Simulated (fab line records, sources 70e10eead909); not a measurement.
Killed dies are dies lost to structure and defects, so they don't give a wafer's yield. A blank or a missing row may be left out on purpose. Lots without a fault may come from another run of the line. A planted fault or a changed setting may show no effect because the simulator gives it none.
Which tool did it? | flow nand_harc | 19 lots, 57 wafers sampled, at 6 steps of a route of 1302

WHAT THE GAUGES READ, wafer by wafer
The record holds no reading of a measuring or inspecting step that can be judged against a usual standard deviation.

WHICH TOOL RAN EACH LOT (tool, then ch and the chambers of the sampled wafers, then the start)
lot  | NHARC_A_STAIRCASE_HM_OPEN_460                 | NHARC_A_STAIRCASE_ETCH_453                    | NHARC_A_STAIRCASE_ETCH_315                    | NHARC_A_SGD_CUT_ETCH_16                       | NHARC_A_CONTACT_ETCH_90            | NHARC_A_CONTACT_ETCH_124
L074 | rie_diel-02 ch 1,2,3, day 22 00:38 or earlier | rie_diel-10 ch 0,3, day 22 00:38 or earlier   | rie_diel-10 ch 0,1, day 22 00:38 or earlier   | rie_diel-04 ch 0,1,2, day 22 00:38 or earlier | rie_diel-05 ch 0,3, day 22 00:38   | har_cap_etch-03 ch 0,1, day 22 09:43
L075 | rie_diel-02 ch 0,1,3, day 22 05:26 or earlier | rie_diel-10 ch 0,1,3, day 22 05:26 or earlier | rie_diel-10 ch 0,1,2, day 22 05:26 or earlier | rie_diel-11 ch 0,1,2, day 22 05:26 or earlier | rie_diel-05 ch 0,1,2, day 22 05:26 | har_cap_etch-02 ch 0,1, day 22 12:38
L076 | rie_diel-01 ch 1,3, day 22 14:23 or earlier   | rie_diel-10 ch 1,2,3, day 22 14:23 or earlier | rie_diel-10 ch 0,2, day 22 14:23 or earlier   | rie_diel-12 ch 0,1,2, day 22 14:23 or earlier | rie_diel-05 ch 0,2,3, day 22 14:23 | har_cap_etch-01 ch 0,1, day 22 21:16
L078 | rie_diel-10 ch 1,3, day 23 01:59 or earlier   | rie_diel-02 ch 0,1,2, day 23 01:59 or earlier | rie_diel-02 ch 1,2,3, day 23 01:59 or earlier | rie_diel-11 ch 1,2,3, day 23 01:59 or earlier | rie_diel-05 ch 0,1, day 23 01:59   | har_cap_etch-03 ch 0,1, day 23 08:42
L077 | rie_diel-02 ch 0,1,2, day 23 02:23 or earlier | rie_diel-10 ch 0,2,3, day 23 02:23 or earlier | rie_diel-10 ch 2,3, day 23 02:23 or earlier   | rie_diel-12 ch 1,2,3, day 23 02:23 or earlier | rie_diel-01 ch 1,2,3, day 23 02:23 | har_cap_etch-01 ch 0,1, day 23 10:43
L079 | rie_diel-10 ch 0,2, day 24 03:41 or earlier   | rie_diel-01 ch 0,1,3, day 24 03:41 or earlier | rie_diel-01 ch 0,1,3, day 24 03:41 or earlier | rie_diel-12 ch 0,2,3, day 24 03:41 or earlier | rie_diel-05 ch 1,2,3, day 24 03:41 | har_cap_etch-02 ch 0,1, day 24 13:25
L080 | rie_diel-02 ch 1,2,3, day 23 23:29 or earlier | rie_diel-02 ch 1,2,3, day 23 23:29 or earlier | rie_diel-02 ch 0,1,2, day 23 23:29 or earlier | rie_diel-11 ch 0,1,2, day 23 23:29 or earlier | rie_diel-01 ch 1,2,3, day 23 23:29 | har_cap_etch-03 ch 0,1, day 24 09:34
L081 | rie_diel-02 ch 0,1, day 24 15:24 or earlier   | rie_diel-01 ch 2,3, day 24 15:24 or earlier   | rie_diel-01 ch 1,2, day 24 15:24 or earlier   | rie_diel-04 ch 0,1, day 24 15:24 or earlier   | rie_diel-05 ch 0,1, day 24 15:24   | har_cap_etch-03 ch 1, day 25 02:08
L084 | rie_diel-01 ch 0,3, day 25 19:14 or earlier   | rie_diel-01 ch 2,3, day 25 19:14 or earlier   | rie_diel-01 ch 0,2, day 25 19:14 or earlier   | rie_diel-11 ch 2,3, day 25 19:14 or earlier   | rie_diel-05 ch 1,2,3, day 25 19:14 | har_cap_etch-03 ch 0, day 26 02:00
L085 | rie_diel-10 ch 0,1, day 25 22:05 or earlier   | rie_diel-01 ch 2,3, day 25 22:05 or earlier   | rie_diel-01 ch 0,1, day 25 22:05 or earlier   | rie_diel-12 ch 2,3, day 25 22:05 or earlier   | rie_diel-05 ch 0,3, day 25 22:05   | har_cap_etch-01 ch 0,1, day 26 07:30
L086 | rie_diel-02 ch 0,3, day 26 09:46 or earlier   | rie_diel-01 ch 0,1, day 26 09:46 or earlier   | rie_diel-01 ch 0,2, day 26 09:46 or earlier   | rie_diel-12 ch 0,1,3, day 26 09:46 or earlier | rie_diel-01 ch 0,2, day 26 09:46   | har_cap_etch-02 ch 0,1, day 26 20:52
L087 | rie_diel-10 ch 1,2, day 26 11:30 or earlier   | rie_diel-10 ch 0,3, day 26 11:30 or earlier   | rie_diel-10 ch 1,3, day 26 11:30 or earlier   | rie_diel-11 ch 0,1, day 26 11:30 or earlier   | rie_diel-01 ch 0,2,3, day 26 11:30 | har_cap_etch-03 ch 0,1, day 26 22:28
L089 | rie_diel-10 ch 1,2, day 27 09:04 or earlier   | rie_diel-02 ch 1,2,3, day 27 09:04 or earlier | rie_diel-02 ch 2,3, day 27 09:04 or earlier   | rie_diel-11 ch 0,1, day 27 09:04 or earlier   | rie_diel-05 ch 0,1,2, day 27 09:04 | har_cap_etch-02 ch 0,1, day 27 17:59
L088 | rie_diel-01 ch 0,1,2, day 27 08:30 or earlier | rie_diel-02 ch 0,1,3, day 27 08:30 or earlier | rie_diel-02 ch 0,2,3, day 27 08:30 or earlier | rie_diel-12 ch 0,1,2, day 27 08:30 or earlier | rie_diel-05 ch 0,2,3, day 27 08:30 | har_cap_etch-01 ch 0,1, day 27 17:26
L091 | rie_diel-01 ch 0,1,3, day 28 09:20 or earlier | rie_diel-02 ch 1,2,3, day 28 09:20 or earlier | rie_diel-02 ch 1,2,3, day 28 09:20 or earlier | rie_diel-12 ch 0,1,2, day 28 09:20 or earlier | rie_diel-05 ch 2,3, day 28 09:20   | har_cap_etch-02 ch 0,1, day 28 17:34
L090 | rie_diel-01 ch 0,2,3, day 28 06:11 or earlier | rie_diel-01 ch 0,2, day 28 06:11 or earlier   | rie_diel-01 ch 1,2, day 28 06:11 or earlier   | rie_diel-12 ch 0,1, day 28 06:11 or earlier   | rie_diel-10 ch 0,2,3, day 28 06:11 | har_cap_etch-01 ch 0,1, day 28 13:49
L093 | rie_diel-10 ch 0,2,3, day 29 14:23 or earlier | rie_diel-01 ch 0,2,3, day 29 14:23 or earlier | rie_diel-01 ch 0,2, day 29 14:23 or earlier   | rie_diel-04 ch 0,2,3, day 29 14:23 or earlier | rie_diel-05 ch 2,3, day 29 14:23   | har_cap_etch-02 ch 0,1, day 29 22:50
L096 | rie_diel-02 ch 0,2,3, day 30 19:43 or earlier | rie_diel-02 ch 1,2,3, day 30 19:43 or earlier | rie_diel-02 ch 0,3, day 30 19:43 or earlier   | rie_diel-12 ch 0,1,3, day 30 19:43 or earlier | rie_diel-05 ch 1,2, day 30 19:43   | har_cap_etch-03 ch 0, day 31 03:04
L097 | rie_diel-01 ch 0,1,3, day 31 01:35 or earlier | rie_diel-01 ch 0,1,3, day 31 01:35 or earlier | rie_diel-01 ch 1,2, day 31 01:35 or earlier   | rie_diel-04 ch 1,2,3, day 31 01:35 or earlier | rie_diel-10 ch 1,2,3, day 31 01:35 | har_cap_etch-02 ch 0,1, day 31 09:10
- NHARC_A_STAIRCASE_HM_OPEN_460: chemistry O2/COS.
- NHARC_A_STAIRCASE_ETCH_453: etches the open film in CF4/O2, target depth 30 nm, overetch 3 nm, time 16.5 s.
- NHARC_A_STAIRCASE_ETCH_315: etches the open film in C4F8/O2/Ar, target depth 2500 nm, time 607.1 s.
- NHARC_A_SGD_CUT_ETCH_16: etches the open film in C4F8/O2/Ar, target depth 310.5 nm, time 155.2 s.
- NHARC_A_CONTACT_ETCH_90: etches the open film in CH3F/O2, target depth 40 nm, time 85.7 s.
- NHARC_A_CONTACT_ETCH_124: etches the open film in C4F8/O2/Ar, time 140 s, target depth 700 nm.

WHAT THE TOOLS THEMSELVES READ (means of the sampled wafers that have a number; where no wafer has one, the mark that the record gives instead)
NHARC_A_STAIRCASE_HM_OPEN_460.
lot  | tool        | bias_w (W) | drypump_motor_current_A (A) | oes_product_au (a.u.) | rf_fwd_power_W (W) | rf_vpp_V (V) | showerhead_plenum_p_Torr (Torr) | throttle_valve_pct (%)
L074 | rie_diel-02 | 300.4      | 5.9                         | 1.002                 | 500.0              | 468          | 3.15                            | 28.332
L075 | rie_diel-02 | 299.6      | 6.0                         | 0.995                 | 499.3              | 468          | 3.17                            | 28.333
L076 | rie_diel-01 | 300.3      | 6.0                         | 1.010                 | 499.3              | 468          | 3.15                            | 28.331
L078 | rie_diel-10 | 299.7      | 5.8                         | 1.013                 | 500.9              | 469          | 3.19                            | 28.336
L077 | rie_diel-02 | 300.2      | 6.2                         | 1.007                 | 499.3              | 465          | 3.04                            | 28.333
L079 | rie_diel-10 | 300.5      | 5.5                         | 1.013                 | 498.2              | 472          | 3.35                            | 28.338
L080 | rie_diel-02 | 300.1      | 6.0                         | 1.005                 | 499.9              | 468          | 3.14                            | 28.334
L081 | rie_diel-02 | 299.0      | 6.2                         | 1.018                 | 498.1              | 466          | 3.09                            | 28.324
L084 | rie_diel-01 | 299.8      | 5.0                         | 1.011                 | 498.6              | 468          | 3.18                            | 28.334
L085 | rie_diel-10 | 300.9      | 5.7                         | 1.015                 | 500.3              | 469          | 3.20                            | 28.322
L086 | rie_diel-02 | 300.2      | 5.9                         | 1.009                 | 500.5              | 468          | 3.12                            | 28.324
L087 | rie_diel-10 | 299.6      | 5.6                         | 1.026                 | 500.3              | 469          | 3.20                            | 28.335
L089 | rie_diel-10 | 299.8      | 5.5                         | 1.019                 | 499.1              | 470          | 3.28                            | 28.331
L088 | rie_diel-01 | 300.6      | 5.5                         | 1.001                 | 499.6              | 469          | 3.16                            | 28.332
L091 | rie_diel-01 | 300.7      | 5.5                         | 1.006                 | 497.7              | 469          | 3.15                            | 28.322
L090 | rie_diel-01 | 300.0      | 5.4                         | 1.004                 | 498.4              | 469          | 3.23                            | 28.325
L093 | rie_diel-10 | 299.6      | 5.6                         | 1.002                 | 498.0              | 471          | 3.29                            | 28.327
L096 | rie_diel-02 | 300.0      | 5.9                         | 1.009                 | 499.8              | 466          | 3.08                            | 28.339
L097 | rie_diel-01 | 300.7      | 5.5                         | 1.016                 | 498.9              | 468          | 3.14                            | 28.335

NHARC_A_STAIRCASE_ETCH_453.
lot  | tool        | bias_w (W) | drypump_motor_current_A (A) | oes_ar_750_au (a.u.) | oes_product_au (a.u.) | rf_fwd_power_W (W) | rf_vpp_V (V) | showerhead_plenum_p_Torr (Torr) | throttle_valve_pct (%)
L074 | rie_diel-10 | 99.92      | 5.7                         | 1.008                | 1.008                 | 293.7              | 199.0        | 1.40                            | 13.400
L075 | rie_diel-10 | 99.93      | 5.7                         | 1.001                | 1.005                 | 294.7              | 198.6        | 1.39                            | 13.402
L076 | rie_diel-10 | 99.67      | 5.7                         | 0.999                | 1.007                 | 295.7              | 198.5        | 1.32                            | 13.399
L078 | rie_diel-02 | 100.15     | 6.1                         | 1.001                | 1.019                 | 291.8              | 196.5        | 1.30                            | 13.398
L077 | rie_diel-10 | 100.14     | 5.6                         | 1.004                | 1.009                 | 293.7              | 197.2        | 1.35                            | 13.391
L079 | rie_diel-01 | 100.03     | 5.5                         | 1.006                | 1.013                 | 292.2              | 199.0        | 1.35                            | 13.403
L080 | rie_diel-02 | 100.09     | 5.9                         | 0.995                | 0.999                 | 293.3              | 198.3        | 1.34                            | 13.399
L081 | rie_diel-01 | 100.24     | 5.7                         | 1.001                | 1.000                 | 293.7              | 199.6        | 1.42                            | 13.394
L084 | rie_diel-01 | 99.70      | 5.7                         | 1.001                | 1.005                 | 294.3              | 199.2        | 1.42                            | 13.394
L085 | rie_diel-01 | 100.03     | 5.8                         | 0.999                | 1.004                 | 295.7              | 199.5        | 1.42                            | 13.401
L086 | rie_diel-01 | 99.86      | 5.6                         | 1.005                | 1.013                 | 292.9              | 197.3        | 1.32                            | 13.399
L087 | rie_diel-10 | 100.05     | 5.7                         | 0.994                | 0.999                 | 293.5              | 198.5        | 1.39                            | 13.400
L089 | rie_diel-02 | 100.25     | 5.9                         | 1.000                | 1.011                 | 293.4              | 197.9        | 1.33                            | 13.394
L088 | rie_diel-02 | 100.01     | 5.9                         | 0.999                | 1.014                 | 293.0              | 197.6        | 1.35                            | 13.398
L091 | rie_diel-02 | 99.89      | 5.9                         | 1.001                | 0.999                 | 293.1              | 198.6        | 1.33                            | 13.394
L090 | rie_diel-01 | 99.94      | 5.1                         | 0.999                | 1.005                 | 296.1              | 198.0        | 1.36                            | 13.393
L093 | rie_diel-01 | 100.19     | 5.4                         | 1.002                | 0.997                 | 295.0              | 199.1        | 1.39                            | 13.412
L096 | rie_diel-02 | 100.13     | 5.9                         | 1.002                | 1.003                 | 293.5              | 198.3        | 1.33                            | 13.389
L097 | rie_diel-01 | 100.27     | 5.5                         | 1.001                | 1.006                 | 293.3              | 198.3        | 1.34                            | 13.401

NHARC_A_STAIRCASE_ETCH_315.
lot  | tool        | bias_w (W) | oes_product_au (a.u.) | rf_fwd_power_W (W) | rf_vpp_V (V)
L074 | rie_diel-10 | 3004       | 0.949                 | 597.1              | 1833
L075 | rie_diel-10 | 3009       | 0.941                 | 599.8              | 1827
L076 | rie_diel-10 | 3002       | 0.942                 | 600.4              | 1832
L078 | rie_diel-02 | 3002       | 0.952                 | 600.0              | 1828
L077 | rie_diel-10 | 3004       | 0.934                 | 599.8              | 1825
L079 | rie_diel-01 | 3008       | 0.944                 | 597.3              | 1830
L080 | rie_diel-02 | 2990       | 0.946                 | 598.2              | 1819
L081 | rie_diel-01 | 2995       | 0.931                 | 600.3              | 1837
L084 | rie_diel-01 | 2992       | 0.925                 | 598.6              | 1837
L085 | rie_diel-01 | 3000       | 0.947                 | 600.5              | 1824
L086 | rie_diel-01 | 3009       | 0.939                 | 598.4              | 1836
L087 | rie_diel-10 | 3002       | 0.941                 | 598.5              | 1832
L089 | rie_diel-02 | 2985       | 0.926                 | 600.1              | 1832
L088 | rie_diel-02 | 3007       | 0.941                 | 599.1              | 1824
L091 | rie_diel-02 | 3003       | 0.948                 | 598.3              | 1827
L090 | rie_diel-01 | 3004       | 0.930                 | 598.9              | 1835
L093 | rie_diel-01 | 3001       | 0.924                 | 600.5              | 1836
L096 | rie_diel-02 | 2989       | 0.925                 | 599.6              | 1834
L097 | rie_diel-01 | 2999       | 0.939                 | 598.3              | 1827

NHARC_A_SGD_CUT_ETCH_16.
lot  | tool        | bias_w (W) | oes_product_au (a.u.) | rf_fwd_power_W (W) | rf_vpp_V (V)
L074 | rie_diel-04 | 799.0      | 0.967                 | 597.4              | 722
L075 | rie_diel-11 | 799.7      | 0.978                 | 596.5              | 720
L076 | rie_diel-12 | 801.4      | 0.978                 | 597.1              | 722
L078 | rie_diel-11 | 800.5      | 0.967                 | 597.7              | 723
L077 | rie_diel-12 | 798.6      | 0.973                 | 595.4              | 724
L079 | rie_diel-12 | 799.1      | 0.963                 | 597.9              | 723
L080 | rie_diel-11 | 800.8      | 0.974                 | 596.8              | 720
L081 | rie_diel-04 | 800.1      | 0.988                 | 599.7              | 724
L084 | rie_diel-11 | 802.0      | 0.937                 | 597.9              | 726
L085 | rie_diel-12 | 798.7      | 0.978                 | 599.7              | 722
L086 | rie_diel-12 | 800.4      | 0.946                 | 597.1              | 723
L087 | rie_diel-11 | 798.7      | 0.967                 | 596.8              | 719
L089 | rie_diel-11 | 802.5      | 0.959                 | 598.7              | 718
L088 | rie_diel-12 | 799.0      | 0.948                 | 597.0              | 723
L091 | rie_diel-12 | 799.9      | 0.969                 | 597.2              | 722
L090 | rie_diel-12 | 798.1      | 0.944                 | 596.3              | 722
L093 | rie_diel-04 | 799.7      | 0.974                 | 596.0              | 719
L096 | rie_diel-12 | 800.1      | 0.947                 | 597.1              | 723
L097 | rie_diel-04 | 798.2      | 0.962                 | 598.7              | 722

NHARC_A_CONTACT_ETCH_90.
lot  | tool        | bias_w (W) | drypump_motor_current_A (A) | oes_product_au (a.u.) | rf_fwd_power_W (W) | rf_vpp_V (V) | showerhead_plenum_p_Torr (Torr) | throttle_valve_pct (%)
L074 | rie_diel-05 | 100.04     | 5.7                         | 0.97                  | 497.5              | 246.0        | 2.53                            | 20.658
L075 | rie_diel-05 | 99.80      | 6.0                         | 1.00                  | 495.9              | 244.2        | 2.44                            | 20.664
L076 | rie_diel-05 | 99.84      | 5.8                         | 0.93                  | 496.7              | 244.3        | 2.46                            | 20.669
L078 | rie_diel-05 | 100.11     | 5.8                         | 0.99                  | 497.3              | 244.3        | 2.48                            | 20.652
L077 | rie_diel-01 | 100.00     | 5.9                         | 0.93                  | 496.5              | 246.1        | 2.54                            | 20.664
L079 | rie_diel-05 | 100.26     | 5.9                         | 0.93                  | 496.7              | 244.1        | 2.46                            | 20.663
L080 | rie_diel-01 | 99.84      | 5.8                         | 0.92                  | 495.8              | 245.3        | 2.54                            | 20.666
L081 | rie_diel-05 | 99.74      | 5.9                         | 0.97                  | 497.4              | 245.0        | 2.48                            | 20.659
L084 | rie_diel-05 | 100.00     | 5.9                         | 0.99                  | 497.8              | 244.0        | 2.46                            | 20.659
L085 | rie_diel-05 | 99.77      | 5.7                         | 1.00                  | 496.0              | 245.6        | 2.50                            | 20.655
L086 | rie_diel-01 | 99.64      | 5.5                         | 0.99                  | 496.9              | 245.0        | 2.55                            | 20.666
L087 | rie_diel-01 | 99.94      | 5.4                         | 1.00                  | 496.4              | 244.4        | 2.54                            | 20.656
L089 | rie_diel-05 | 100.12     | 5.9                         | 0.99                  | 497.6              | 244.5        | 2.43                            | 20.661
L088 | rie_diel-05 | 99.88      | 5.8                         | 0.92                  | 495.7              | 243.6        | 2.45                            | 20.659
L091 | rie_diel-05 | 99.74      | 6.0                         | 0.93                  | 496.0              | 243.3        | 2.41                            | 20.652
L090 | rie_diel-10 | 100.14     | 5.6                         | 0.99                  | 497.4              | 246.0        | 2.58                            | 20.660
L093 | rie_diel-05 | 99.77      | 6.0                         | 0.94                  | 497.1              | 243.3        | 2.40                            | 20.666
L096 | rie_diel-05 | 100.17     | 6.0                         | 0.92                  | 495.3              | 244.0        | 2.38                            | 20.668
L097 | rie_diel-10 | 99.78      | 5.7                         | 0.92                  | 497.3              | 244.8        | 2.52                            | 20.670

THE ANSWER, worked out from the rows above alone
Rule: what is usual is taken from the lots themselves. Put in order of their means at a reading, lots are off if they are a third of the lots or fewer, leave a main group of 4 or more, and stand apart from it by a gap of 3 or more times the standard deviation of the main group's means; of several such gaps the widest counts. A main group whose means are all the same, to the digits that the tables above print for the reading, isn't used. A lot without any number at a reading at which 4 lots or more have one is off too. The other lots that the step has rows for count as sound. The gauges are gone through in route order, then the tools' own readings, and for those a lot's mean is taken as printed above. The first step at which some lot is off is used, and at that step the reading that is off furthest; a lot without a number counts as furthest.
No lot is off at any reading shown: from this, nothing can be told.

WHAT THE SIMULATOR HAD PUT IN
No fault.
